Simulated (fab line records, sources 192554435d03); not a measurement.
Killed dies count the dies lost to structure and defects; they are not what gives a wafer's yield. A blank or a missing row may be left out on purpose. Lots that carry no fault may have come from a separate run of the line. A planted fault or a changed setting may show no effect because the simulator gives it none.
Matching of chambers -- flow n5_finfet -- N5_BEOL_M13_ETCH_68 on rie_diel-01: 4 sister chambers
The step etches SOC in N2/H2, time 355 s. 16 wafers are shown with their chamber, then 8 later ones without.

## EACH WAFER AND ITS CHAMBER
wafer,chamber,showerhead_plenum_p_Torr (Torr),drypump_motor_current_A (A),throttle_valve_pct (%)
L074.1,3,2.57,5.2,17.92
L074.2,0,2.70,6.7,17.78
L074.6,0,2.70,6.8,17.78
L077.2,3,2.56,5.2,17.93
L077.3,1,2.58,5.5,17.43
L077.6,1,2.58,5.5,17.45
L079.1,2,2.47,5.3,17.68
L079.5,2,2.47,5.3,17.67
L079.6,1,2.58,5.5,17.44
L083.4,3,2.56,5.2,17.96
L083.5,3,2.56,5.2,17.97
L083.6,0,2.69,6.7,17.82
L086.2,0,2.69,6.7,17.81
L086.4,2,2.47,5.4,17.70
L086.6,0,2.69,6.7,17.80
L087.1,3,2.56,5.2,17.96

SIGNATURES, as means of the wafers listed above
reading,chamber 0,chamber 1,chamber 2,chamber 3,scatter within a chamber
showerhead_plenum_p_Torr,2.6940,2.5800,2.4700,2.5620,0.00408
drypump_motor_current_A,6.720,5.500,5.333,5.200,0.035
throttle_valve_pct,17.7980,17.4400,17.6833,17.9480,0.0179
Rule: a wafer's distance from a chamber is the root of the sum, over the readings, of the square of ((its reading less the chamber's mean) divided by the reading's scatter). If the next closest chamber is less than 2 further off than the closest, the wafer can't be placed; otherwise it belongs to the closest. The scatter: take each reading less its chamber's mean, square it, sum over the shown wafers, divide by the number of wafers less the number of chambers, and take the root.

## WAFERS MISSING THEIR CHAMBER
wafer,showerhead_plenum_p_Torr (Torr),drypump_motor_current_A (A),throttle_valve_pct (%)
L087.3,2.57,5.5,17.46
L087.6,2.47,5.4,17.70
L088.1,2.47,5.4,17.70
L088.5,2.56,5.2,17.97
L088.6,2.47,5.4,17.70
L091.1,2.47,5.3,17.72
L091.2,2.57,5.5,17.48
L091.4,2.56,5.2,17.97

## CHAMBER TAKEN BY EACH
wafer,from the rows above,in truth
L087.3,1,1
L087.6,2,2
L088.1,2,2
L088.5,3,3
L088.6,2,2
L091.1,2,2
L091.2,1,1
L091.4,3,3
Placed correctly: 8 of 8. Can't be placed from these rows: 0. Wrongly placed: 0.
